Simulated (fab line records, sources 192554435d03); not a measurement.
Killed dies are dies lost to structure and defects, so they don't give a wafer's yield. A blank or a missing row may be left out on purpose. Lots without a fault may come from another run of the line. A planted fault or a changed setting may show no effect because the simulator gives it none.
Split-lot experiment | flow n5_finfet | 7 lots, 21 wafers read, on a route of 1938 steps

THE SPLIT
At N5_BEOL_M15_COAT_04 (resist thk 800 nm), the setting spin_rpm was moved away from the recipe's 1704 rpm on 9 of the 21 wafers read, by -7.3% to +9.1%. The other wafers ran this setting at the recipe's value.

FROM THE SPLIT TO THE READING: what the file shows between them, 4 steps
- N5_BEOL_M15_EBR_06
- N5_BEOL_M15_SOFTBAKE_05: time 60 s
- N5_BEOL_M15_DESCUM_15: chemistry O2, time 7.9 s
- N5_BEOL_M15_ETCH_59: etches BARC in N2/H2, target depth 89 nm, overetch 26.7 nm, time 67.9 s

THE READING
coat_of_BEOL_M15_COAT_04.thk_nm (the simulator's own value, which no gauge read), in nm, at N5_BEOL_M15_VIA_ETCH_16 (etches SiO2 in C4F8/O2/Ar, target depth 1792.2 nm). The file gives no usual value for it. The 12 wafers here that ran the recipe average 330.2 nm, standard deviation 6.1 nm.

wafer  | tool, chamber at the split | spin_rpm as run, rpm | against the recipe | coat_of_BEOL_M15_COAT_04.thk_nm, nm | against lot-mates on the recipe
L076.2 | litho_track-01, 0          | 1754                 | +2.9%              | 316.4                               | no lot-mate on the recipe
L076.4 | litho_track-01, 0          | 1754                 | +2.9%              | 304                                 | no lot-mate on the recipe
L076.6 | litho_track-01, 0          | 1754                 | +2.9%              | 317.4                               | no lot-mate on the recipe
L082.1 | litho_track-05, 0          | 1580                 | -7.3%              | 361.4                               | +36.2
L082.2 | litho_track-05, 0          | 1704                 | recipe             | 323.8                               | -
L082.4 | litho_track-05, 0          | 1704                 | recipe             | 326.6                               | -
L085.2 | litho_track-05, 0          | 1641                 | -3.7%              | 345.6                               | +20.2
L085.3 | litho_track-05, 0          | 1641                 | -3.7%              | 340                                 | +14.6
L085.5 | litho_track-05, 0          | 1704                 | recipe             | 325.4                               | -
L090.1 | litho_track-05, 0          | 1704                 | recipe             | 328.4                               | -
L090.2 | litho_track-05, 0          | 1590                 | -6.7%              | 362.2                               | +36.7
L090.6 | litho_track-05, 0          | 1704                 | recipe             | 322.6                               | -
L091.1 | litho_track-05, 0          | 1704                 | recipe             | 336.2                               | -
L091.4 | litho_track-05, 0          | 1704                 | recipe             | 334.8                               | -
L091.5 | litho_track-05, 0          | 1704                 | recipe             | 331                                 | -
L096.3 | litho_track-02, 0          | 1704                 | recipe             | 335.4                               | -
L096.5 | litho_track-02, 0          | 1704                 | recipe             | 332.2                               | -
L096.6 | litho_track-02, 0          | 1704                 | recipe             | 343.4                               | -
L095.4 | litho_track-05, 0          | 1859                 | +9.1%              | 290.6                               | -32.6
L095.5 | litho_track-05, 0          | 1704                 | recipe             | 323.2                               | -
L095.6 | litho_track-05, 0          | 1859                 | +9.1%              | 283.4                               | -39.8

THE FIT
A straight line over all 21 wafers: coat_of_BEOL_M15_COAT_04.thk_nm changes by -4.64 nm for each +1% of spin_rpm; r = -0.95; the points scatter about the line by 6 nm.
The same after taking each lot's own level away (the mean of its wafers on the recipe; 18 wafers): -4.45 nm for each +1%; r = -0.98; scatter 3.7 nm.
On that fit, the largest move of spin_rpm shifts the reading by 40 nm.
The lots' own levels span 323.20 to 337.00 nm, that is 2.3 times the standard deviation above.
So the lot-to-lot level changes the slope little: the two slopes agree.
Check: with one of the wafers moved furthest among these (+9.1%) left out of the fit, the line predicts -42.9 nm for it against its lot-mates. It came out at -32.6 nm against them.

OTHER SPLITS ON THESE WAFERS
These wafers also went through other splits before the reading. Each is held against what the fit with the lots' levels taken away leaves over:
other split on the same wafers    | wafers away from the commonest value | r with coat_of_BEOL_M15_COAT_04.thk_nm (lot level and that fit taken away)
N5_BEOL_M12_EXPOSE_07 dose_mj     | 7                                    | -0.28
N5_BEOL_M12_STRIP_63 h2_flow_sccm | 8                                    | -0.30
N5_BEOL_M12_TRENCH_ETCH_34 time_s | 7                                    | +0.16
N5_BEOL_M12_SPUTTER_44 time_s     | 8                                    | -0.21
N5_BEOL_M13_ETCH_68 time_s        | 6                                    | -0.01

THE WHOLE CHAIN: every reading that the file lists as answering this split, in the file's order
step                    | what it does                                                            | reading                                                                          | change (the file's fit)              | r (the file's)
N5_BEOL_M15_COAT_04     | resist thk 800 nm                                                       | coat_of_BEOL_M15_COAT_04.thk_nm (the simulator's own value, which no gauge read) | -3.96 nm for each +1% of the setting | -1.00
N5_BEOL_M15_ETCH_59     | etches BARC in N2/H2, target depth 89 nm, overetch 26.7 nm, time 67.9 s | coat_of_BEOL_M15_COAT_04.thk_nm (the simulator's own value, which no gauge read) | -4.06 nm for each +1% of the setting | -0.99
N5_BEOL_M15_VIA_ETCH_16 | etches SiO2 in C4F8/O2/Ar, target depth 1792.2 nm                       | coat_of_BEOL_M15_COAT_04.thk_nm (the simulator's own value, which no gauge read) | -4.65 nm for each +1% of the setting | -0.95

THE FILE'S OWN FIT
coat_of_BEOL_M15_COAT_04.thk_nm changes by -4.65 nm for each +1% of spin_rpm, r = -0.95.
